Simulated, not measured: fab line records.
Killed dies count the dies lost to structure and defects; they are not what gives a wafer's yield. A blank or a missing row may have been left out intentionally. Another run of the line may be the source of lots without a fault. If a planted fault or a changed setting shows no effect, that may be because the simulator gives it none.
Matching of chambers / flow nand-harc / 4 sister chambers for NHARC_A_CHANNEL_FILL_D2_ALD_16 on ald-hk-01
The step deposits SiO2, target thk 1.5 nm, pulse time 10 s, ald cycles 15. 4 wafers are shown with their chamber, then 10 later ones without.

WAFERS, EACH WITH ITS CHAMBER
wafer=L079.3; chamber=0; heater-power-w (W)=441
wafer=L085.5; chamber=1; heater-power-w (W)=430
wafer=L087.1; chamber=3; heater-power-w (W)=532
wafer=L087.2; chamber=2; heater-power-w (W)=542

WAFERS WHOSE CHAMBER IS MISSING
wafer=L087.5; heater-power-w (W)=451
wafer=L088.1; heater-power-w (W)=547
wafer=L088.3; heater-power-w (W)=442
wafer=L088.4; heater-power-w (W)=506
wafer=L096.1; heater-power-w (W)=457
wafer=L096.4; heater-power-w (W)=561
wafer=L096.6; heater-power-w (W)=458
wafer=L095.1; heater-power-w (W)=452
wafer=L095.4; heater-power-w (W)=442
wafer=L095.6; heater-power-w (W)=439

WHICH CHAMBER EACH ONE RAN IN
wafer=L087.5; from the rows above=can't be placed: 0 or 1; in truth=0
wafer=L088.1; from the rows above=can't be placed: 2 or 3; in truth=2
wafer=L088.3; from the rows above=can't be placed: 0 or 1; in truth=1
wafer=L088.4; from the rows above=can't be placed: 3 or 2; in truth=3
wafer=L096.1; from the rows above=can't be placed: 0 or 1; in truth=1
wafer=L096.4; from the rows above=can't be placed: 2 or 3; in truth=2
wafer=L096.6; from the rows above=can't be placed: 0 or 1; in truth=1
wafer=L095.1; from the rows above=can't be placed: 0 or 1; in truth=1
wafer=L095.4; from the rows above=can't be placed: 0 or 1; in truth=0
wafer=L095.6; from the rows above=can't be placed: 0 or 1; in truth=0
Placed correctly: 0 of 10. From these rows, 10 cannot be placed; in 10 the true chamber is one of the candidates. Placed wrongly: 0.
How it was worked out, from the rows above alone: a wafer's distance from a chamber is the root of the sum, over the readings, of the square of ((its reading less the chamber's mean) divided by the reading's scatter). The wafer belongs to the nearest chamber; if the next one is less than 2 further off, it can't be placed. For every chamber, the mean is computed from those of its wafers that are shown. The scatter (one wafer shown for each chamber): square how far every hidden wafer sits from the nearest shown wafer, average those squares and take the square root.
